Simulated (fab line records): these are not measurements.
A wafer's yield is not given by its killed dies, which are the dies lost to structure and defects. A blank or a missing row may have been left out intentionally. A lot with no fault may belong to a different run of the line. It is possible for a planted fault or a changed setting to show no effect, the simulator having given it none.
Chamber matching    flow nand-harc    rie-diel-11 running NHARC_A_STAIRCASE_TRIM_196: 4 sister chambers
The step chemistry O2, time 211.2 s. 20 wafers are shown with their chamber, then 10 later ones without.

== EACH WAFER AND ITS CHAMBER ==
wafer   chamber  showerhead-plenum-p-Torr (Torr)  drypump-motor-current-A (A)  throttle-valve-pct (%)
L074.4  0        3.59                             6.5                          17.033
L074.5  3        3.29                             5.5                          17.046
L074.6  0        3.59                             6.5                          17.019
L079.2  1        3.41                             5.5                          17.045
L079.5  3        3.28                             5.5                          17.021
L079.6  2        3.64                             5.4                          17.033
L076.1  0        3.59                             6.6                          17.024
L076.3  1        3.41                             5.5                          17.057
L076.4  2        3.64                             5.4                          17.019
L078.1  3        3.28                             5.4                          17.034
L078.2  0        3.59                             6.5                          17.046
L078.5  2        3.64                             5.4                          17.049
L083.1  0        3.58                             6.5                          17.043
L083.2  2        3.63                             5.4                          17.034
L083.5  0        3.58                             6.6                          17.039
L082.1  2        3.63                             5.4                          17.027
L082.4  2        3.63                             5.4                          17.036
L082.5  3        3.27                             5.5                          17.036
L086.1  3        3.27                             5.5                          17.046
L086.2  1        3.40                             5.5                          17.045

SIGNATURES, as means of the wafers listed above
reading                   chamber 0  chamber 1  chamber 2  chamber 3  scatter within a chamber
showerhead-plenum-p-Torr  3.5867     3.4067     3.6350     3.2780     0.00627
drypump-motor-current-A   6.533      5.500      5.400      5.480      0.0365
throttle-valve-pct        17.03400   17.04900   17.03300   17.03660   0.00999
Rule: a wafer's distance from a chamber is the root of the sum, over the readings, of the square of ((its reading less the chamber's mean) divided by the reading's scatter). If the next closest chamber is less than 2 further off than the closest, the wafer can't be placed; otherwise it belongs to the closest. The scatter is the square root of a quotient: the sum, over the shown wafers, of each reading's squared deviation from its chamber's mean, divided by wafers minus chambers.

== WAFERS WHOSE CHAMBER IS MISSING ==
wafer   showerhead-plenum-p-Torr (Torr)  drypump-motor-current-A (A)  throttle-valve-pct (%)
L086.6  3.27                             5.4                          17.026
L091.3  3.57                             6.5                          17.033
L091.4  3.39                             5.5                          17.036
L091.6  3.62                             5.4                          17.015
L093.1  3.62                             5.4                          17.053
L093.3  3.39                             5.5                          17.026
L093.6  3.27                             5.5                          17.049
L095.1  3.26                             5.4                          17.030
L095.3  3.57                             6.5                          17.029
L095.4  3.62                             5.4                          17.035

== EACH ONE'S CHAMBER ==
wafer   from the rows above  in truth
L086.6  3                    3
L091.3  0                    0
L091.4  1                    1
L091.6  2                    2
L093.1  2                    2
L093.3  1                    1
L093.6  3                    3
L095.1  3                    3
L095.3  0                    0
L095.4  2                    2
Correctly placed: 10 of 10. From these rows, 0 cannot be placed. Number placed wrongly: 0.
